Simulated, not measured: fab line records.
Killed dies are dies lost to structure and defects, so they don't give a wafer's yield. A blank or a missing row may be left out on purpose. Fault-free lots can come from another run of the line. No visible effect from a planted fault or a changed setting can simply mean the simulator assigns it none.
fab line records	flow n5-finfet
[record] lots = 4	wafers = 12	last-day = 17
route steps=1938 shown BEOL_M11@1552
lots that met no fault: taken from a fault-free run of the same line
start-h: the number of hours between the record's first day and the start of the first shown wafer of the lot	wait-h: time in hours since the lot's previous step	" same as the row above	L1.1+2: one row covering several wafers at once	- no value, or no start was given	* or withheld: withheld	< > ~ a bound
route shown NAME@n: NAME is a module with steps in the file, n the number in the route of the first one	usual: the fault-free wafers' mean and standard deviation	same: alike in all rows	chamber/n: place in a boat	sites: each site's reading	_std_site: their standard deviation	_edge_site: outer sites' mean less inner sites'	radius-mm: for every site, how far away it sits from the centre of the wafer	mask NAME#n: copy n	behind: the most recent tool/chamber to have shaped the wafer	hold: reason for holding the lot/hours on hold/outcome of the hold	device: the n, p or np transistor that did not switch	end of line: tests of these same wafers at the route's end	where a step has no rows: the recipe by itself	killed: dies that structure and defects cost at the first sort, which is not the same as the wafer's yield	map: a wafer's dies, marking killed ones x, the rest . and places with no die _
set.NAME: the setting as run; set.NAME@STEP: as run at that earlier step	model.NAME: the simulator's own value behind a step, which no gauge read
lots at some steps of the route; a table a step, a row a wafer
services: when a tool's chamber went out of use (start-h, in hours from the record's first day, below 0 if earlier), for how many hours, and the reason
[[steps]]
[step N5_BEOL_M11_DESCUM_16]
[recipe] chemistry = O2	time-s = 7.9	source-power-w = 50	bias-power-w = 20	pressure-mtorr = 20	rf-frequency-hz = 2.712e+07	temp-c = 40	resist = CAR-ArF	o2-flow-sccm = 225
[step N5_BEOL_M11_ETCH_61]
[recipe] chemistry = CF4	target = SiARC	target-depth-a = 390	mask-material = CAR-ArF	time-s = 65	ion-energy-ev = 80	pressure-mtorr = 40	source-w = 545	bias-w = 36	Ar_flow_sccm = 100	cf4-flow-sccm = 100	ends = cleared
[step N5_BEOL_M11_ETCH_62]
[recipe] chemistry = N2/H2	target = SOC	target-depth-a = 1100	overetch-a = 220	mask-material = SiARC	temp-c = 40	time-s = 165	ion-energy-ev = 200	pressure-mtorr = 30	source-w = 840	bias-w = 150	n2-flow-sccm = 200	h2-flow-sccm = 200
[step N5_BEOL_M11_STRIP_68]
[recipe] chemistry = N2/H2	temp-c = 40	n2-flow-sccm = 200	h2-flow-sccm = 200	rf-frequency-hz = 6e+07
[step N5_BEOL_M11_STRIP_67]
[recipe] chemistry = CF4	resist = SiARC	power-w = 300	bias-power-w = 75	pressure-mtorr = 50	cf4-flow-sccm = 150	rf-frequency-hz = 6e+07
[step N5_BEOL_M11_HM_OPEN_17]
[recipe] chemistry = Cl2/BCl3	target-depth-a = 200	overetch-a = 60	target = TiN	mask-material = SOC	ion-energy-ev = 150	pressure-mtorr = 10	icp-w = 1000	bias-w = 126	Cl2_flow_sccm = 53.25	bcl3-flow-sccm = 21.75	Ar_flow_sccm = 25
[step N5_BEOL_M11_STRIP_19]
[recipe] chemistry = O2	power-w = 400	temp-c = 40	pressure-mtorr = 30	rf-frequency-hz = 6e+07	bias-power-w = 0	overash-fraction = 0.2	o2-flow-sccm = 225
[step N5_BEOL_M11_COAT_63]
[recipe] resist = SOC	temp-c = 250	time-s = 60	spin-rpm = 1500	resist-thk-nm = 100
[step N5_BEOL_M11_COAT_64]
[recipe] resist = SiARC	temp-c = 220	time-s = 60	spin-rpm = 1500	resist-thk-nm = 30
[usual] chill-plate-temp-C = 23.02/0.1	spin-speed-rpm = 1500.1/1
lot.wafer	tool	chamber	start-h	wait-h	chill-plate-temp-C	spin-speed-rpm	model.SiARC_of_BEOL_M11_COAT_64.thk-nm
L103.2	litho-track-04	0	282.83	-	23.04	1534.2	29.8
L103.5	"	0	"	"	23.10	1534.6	29.8
L103.6	"	0	"	"	23.02	1536.4	29.8
L106.1	litho-track-04	0	300.24	-	23.02	1534.2	29.8
L106.3	"	0	"	"	22.83	1535.9	29.8
L106.6	"	0	"	"	22.99	1534.6	29.8
L110.1	litho-track-05	0	334.75	-	23.01	1500.0	30
L110.4	"	0	"	"	23.05	1499.5	30
L110.6	"	0	"	"	22.81	1498.0	30
L116.2	litho-track-04	0	363.61	-	23.06	1500.5	30.2
L116.3	"	0	"	"	23.11	1501.2	30.2
L116.5	"	0	"	"	23.18	1498.4	30.2
[step N5_BEOL_M11_COAT_22]
[recipe] resist = CAR-ArF	spin-rpm = 1500	resist-thk-nm = 90
[step N5_BEOL_M11_EBR_24]
[recipe] solvent = PGMEA	ebr-width-mm = 1.5
[step N5_BEOL_M11_SOFTBAKE_23]
[recipe] temp-c = 110	time-s = 60	resist = CAR-ArF
[step N5_BEOL_M11_EXPOSE_25]
[recipe] mask-id = V10	na = 1.35	source-shape = annular	sigma-inner = 0.5	sigma-outer = 0.8	polarization = unpolarized	dose-mj = 85.5
[step N5_BEOL_M11_PEB_26]
[recipe] peb-temp-c = withheld	peb-time-s = 60	resist = CAR-ArF
[step N5_BEOL_M11_DEVELOP_27]
[recipe] develop-time-s = 30	developer = TMAH	resist = CAR-ArF	rinse-liquid = diw	dry = air-spin	dev-temp-c = 23
[step N5_BEOL_M11_DESCUM_33]
[recipe] chemistry = O2	time-s = 7.9	source-power-w = 50	bias-power-w = 20	pressure-mtorr = 20	rf-frequency-hz = 2.712e+07	temp-c = 40	resist = CAR-ArF	o2-flow-sccm = 225
[step N5_BEOL_M11_ETCH_65]
[recipe] chemistry = CF4	target = SiARC	target-depth-a = 390	mask-material = CAR-ArF	time-s = 65	ion-energy-ev = 80	pressure-mtorr = 40	source-w = 545	bias-w = 36	Ar_flow_sccm = 100	cf4-flow-sccm = 100	ends = cleared
[usual] bias-w = 35.99/0.1	drypump-motor-current-A = 5.9/0.57	etch-rf-on-time-s = 65.6/2.6	oes-product-au = 0.66/0.059	rf-vpp-V = 183.8/1.1	showerhead-plenum-p-Torr = 2.13/0.064	throttle-valve-pct = 15.55/0.19
lot.wafer	tool	chamber	start-h	wait-h	bias-w	drypump-motor-current-A	etch-rf-on-time-s	oes-product-au	rf-hours-counter-h	rf-vpp-V	showerhead-plenum-p-Torr	throttle-valve-pct	model.etch.depth-nm
L103.2	rie-diel-04	3	285.17	0.0	36.11	6.7	62.4	0.67	166	184.1	2.06	15.50	29.87
L103.5	"	3	"	"	36.02	6.6	63.5	0.66	-	181.8	2.06	15.50	29.81
L103.6	"	2	"	"	36.02	5.7	68.7	0.60	-	184.1	2.05	15.58	29.79
L106.1	rie-diel-01	3	301.11	0.0	36.18	6.3	66.9	0.60	217	183.3	2.11	15.42	29.71
L106.3	"	0	"	"	35.96	5.1	61.7	0.72	76	183.4	2.07	15.30	29.73
L106.6	"	3	"	"	36.15	6.3	67.1	0.60	-	182.3	2.11	15.41	29.71
L110.1	rie-diel-04	1	335.54	0.0	35.88	5.0	63.3	0.70	81	183.4	2.16	15.57	30.03
L110.4	"	0	"	"	35.89	6.0	70.0	0.58	221	186.4	2.20	15.80	30.03
L110.6	"	2	"	"	36.13	5.7	68.3	0.59	-	182.3	2.04	15.62	30.02
L116.2	rie-diel-02	3	364.66	0.0	35.81	6.0	67.7	0.57	232	183.2	2.12	16.08	30.23
L116.3	"	1	"	"	35.89	5.4	65.3	0.61	217	183.4	2.12	15.70	30.28
L116.5	"	1	"	"	35.88	5.4	65.2	0.61	-	182.3	2.12	15.68	30.2
[step N5_BEOL_M11_ETCH_66]
[recipe] chemistry = N2/H2	target = SOC	target-depth-a = 1200	overetch-a = 240	mask-material = SiARC	temp-c = 40	time-s = 180	ion-energy-ev = 200	pressure-mtorr = 30	source-w = 840	bias-w = 150	n2-flow-sccm = 200	h2-flow-sccm = 200
[[services]]
tool	chamber	start-h	hours	kind
litho-track-04	-	260.47	-	consumable-replace:filter
rie-diel-02	0	264.59	16.2	repair
rie-diel-02	-	271.50	14.6	pm
rie-diel-04	1	310.45	4.1	repair
rie-diel-04	0	360.64	2.0	repair
rie-diel-02	0	361.79	5.2	repair
[[key]]
[first-sign] step = N5_BEOL_M11_COAT_64	reading = spin-speed-rpm	direction = up	sigmas = 34	usual = *	struck = *
effect none on later readings
[model-effect] step = N5_BEOL_M11_COAT_64	value = SiARC_of_BEOL_M11_COAT_64.thk-nm	without = 30.1	struck = 29.8
[model-effect] step = N5_BEOL_M11_ETCH_65	value = etch.depth-nm	without = 30.12	struck = 29.77
met-at N5_BEOL_M11_COAT_64
struck-wafers L103.2,L103.5,L103.6,L106.1,L106.3,L106.6
[fault] kind = process-parameter-drift	tool = litho-track-04	chamber = -	onset-h = 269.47	steps = N5_BEOL_M11_COAT_64	channel = spin-rpm	offset = *	shape = step	end-h = 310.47	acts-in = *	stated = *
